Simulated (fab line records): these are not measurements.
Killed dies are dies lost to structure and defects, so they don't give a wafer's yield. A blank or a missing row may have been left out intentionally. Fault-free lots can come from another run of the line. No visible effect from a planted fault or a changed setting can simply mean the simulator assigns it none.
Matching of chambers :: flow nand-harc :: cmp-03 running NHARC_A_CONTACT_CMP_20: 4 sister chambers
The step polishes, t overpolish 30 s, target thk 300 nm. 20 wafers are shown with their chamber, then 10 later ones without.

== WAFERS, EACH WITH ITS CHAMBER ==
wafer: L076.3
chamber: 2
motor-current-A (A): 10.3
time-to-endpoint-s (s): 60.8
edge-zone-pressure-frac: 0.992

wafer: L076.5
chamber: 3
motor-current-A (A): 14.1
time-to-endpoint-s (s): 63.4
edge-zone-pressure-frac: 0.990

wafer: L076.6
chamber: 2
motor-current-A (A): 11.0
time-to-endpoint-s (s): 63.3
edge-zone-pressure-frac: 0.994

wafer: L077.1
chamber: 3
motor-current-A (A): 13.2
time-to-endpoint-s (s): 65.4
edge-zone-pressure-frac: 0.995

wafer: L077.2
chamber: 0
motor-current-A (A): 11.2
time-to-endpoint-s (s): 64.5
edge-zone-pressure-frac: 0.991

wafer: L077.3
chamber: 1
motor-current-A (A): 12.3
time-to-endpoint-s (s): 63.3
edge-zone-pressure-frac: 1.003

wafer: L080.1
chamber: 1
motor-current-A (A): 13.2
time-to-endpoint-s (s): 62.4
edge-zone-pressure-frac: 1.004

wafer: L080.2
chamber: 3
motor-current-A (A): 12.9
time-to-endpoint-s (s): 59.6
edge-zone-pressure-frac: 0.989

wafer: L080.4
chamber: 2
motor-current-A (A): 10.9
time-to-endpoint-s (s): 58.7
edge-zone-pressure-frac: 1.000

wafer: L079.4
chamber: 0
motor-current-A (A): 11.3
time-to-endpoint-s (s): 63.2
edge-zone-pressure-frac: 0.991

wafer: L079.5
chamber: 0
motor-current-A (A): 11.0
time-to-endpoint-s (s): 66.0
edge-zone-pressure-frac: 1.007

wafer: L079.6
chamber: 1
motor-current-A (A): 13.0
time-to-endpoint-s (s): 63.2
edge-zone-pressure-frac: 1.007

wafer: L085.2
chamber: 0
motor-current-A (A): 11.3
time-to-endpoint-s (s): 60.3
edge-zone-pressure-frac: 1.000

wafer: L085.3
chamber: 2
motor-current-A (A): 10.7
time-to-endpoint-s (s): 57.5
edge-zone-pressure-frac: 1.007

wafer: L085.4
chamber: 3
motor-current-A (A): 13.6
time-to-endpoint-s (s): 59.5
edge-zone-pressure-frac: 1.002

wafer: L090.2
chamber: 0
motor-current-A (A): 11.4
time-to-endpoint-s (s): 62.2
edge-zone-pressure-frac: 0.994

wafer: L090.3
chamber: 2
motor-current-A (A): 10.9
time-to-endpoint-s (s): 59.4
edge-zone-pressure-frac: 1.002

wafer: L090.6
chamber: 1
motor-current-A (A): 12.2
time-to-endpoint-s (s): 63.2
edge-zone-pressure-frac: 0.998

wafer: L093.1
chamber: 1
motor-current-A (A): 12.3
time-to-endpoint-s (s): 57.3
edge-zone-pressure-frac: 0.989

wafer: L093.3
chamber: 0
motor-current-A (A): 11.4
time-to-endpoint-s (s): 58.8
edge-zone-pressure-frac: 1.006

SIGNATURES (averages over the wafers above)
reading: motor-current-A
chamber 0: 11.267
chamber 1: 12.600
chamber 2: 10.760
chamber 3: 13.450
scatter within a chamber: 0.362

reading: time-to-endpoint-s
chamber 0: 62.500
chamber 1: 61.880
chamber 2: 59.940
chamber 3: 61.975
scatter within a chamber: 2.59

reading: edge-zone-pressure-frac
chamber 0: 0.99817
chamber 1: 1.00020
chamber 2: 0.99900
chamber 3: 0.99400
scatter within a chamber: 0.00669
Rule: a wafer lies at a distance from a chamber equal to the root of the sum of squares, over the readings, of (its reading less the chamber's mean, divided by the reading's scatter). If the next closest chamber is less than 2 further off than the closest, the wafer can't be placed; otherwise it belongs to the closest. How the scatter is found: for the shown wafers, subtract from each reading the mean of its chamber, square and add these, divide the total by (wafers less chambers), then take the root.

== WAFERS WITHOUT THEIR CHAMBER ==
wafer: L093.5
motor-current-A (A): 10.4
time-to-endpoint-s (s): 57.0
edge-zone-pressure-frac: 0.994

wafer: L095.1
motor-current-A (A): 10.4
time-to-endpoint-s (s): 56.3
edge-zone-pressure-frac: 1.006

wafer: L095.4
motor-current-A (A): 12.3
time-to-endpoint-s (s): 61.1
edge-zone-pressure-frac: 0.994

wafer: L095.5
motor-current-A (A): 12.4
time-to-endpoint-s (s): 59.0
edge-zone-pressure-frac: 0.996

wafer: L096.3
motor-current-A (A): 12.5
time-to-endpoint-s (s): 62.8
edge-zone-pressure-frac: 1.006

wafer: L096.4
motor-current-A (A): 11.2
time-to-endpoint-s (s): 64.1
edge-zone-pressure-frac: 0.995

wafer: L096.5
motor-current-A (A): 11.0
time-to-endpoint-s (s): 63.2
edge-zone-pressure-frac: 1.011

wafer: L097.1
motor-current-A (A): 10.5
time-to-endpoint-s (s): 60.6
edge-zone-pressure-frac: 1.007

wafer: L097.4
motor-current-A (A): 12.5
time-to-endpoint-s (s): 59.4
edge-zone-pressure-frac: 1.000

wafer: L097.5
motor-current-A (A): 11.4
time-to-endpoint-s (s): 58.4
edge-zone-pressure-frac: 1.005

== WHICH CHAMBER EACH WENT THROUGH ==
wafer: L093.5
from the rows above: can't be placed: 2 or 0
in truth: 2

wafer: L095.1
from the rows above: can't be placed: 2 or 0
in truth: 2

wafer: L095.4
from the rows above: can't be placed: 1 or 0 or 3
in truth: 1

wafer: L095.5
from the rows above: can't be placed: 1 or 3
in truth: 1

wafer: L096.3
from the rows above: 1
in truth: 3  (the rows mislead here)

wafer: L096.4
from the rows above: can't be placed: 0 or 2
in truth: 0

wafer: L096.5
from the rows above: can't be placed: 0 or 2
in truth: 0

wafer: L097.1
from the rows above: can't be placed: 2 or 0
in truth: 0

wafer: L097.4
from the rows above: can't be placed: 1 or 3
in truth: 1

wafer: L097.5
from the rows above: can't be placed: 0 or 2 or 1
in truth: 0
Placed correctly: 0 of 10. These rows do not allow placing 9 (true chamber among the candidates in 9). Wrongly placed: 1.
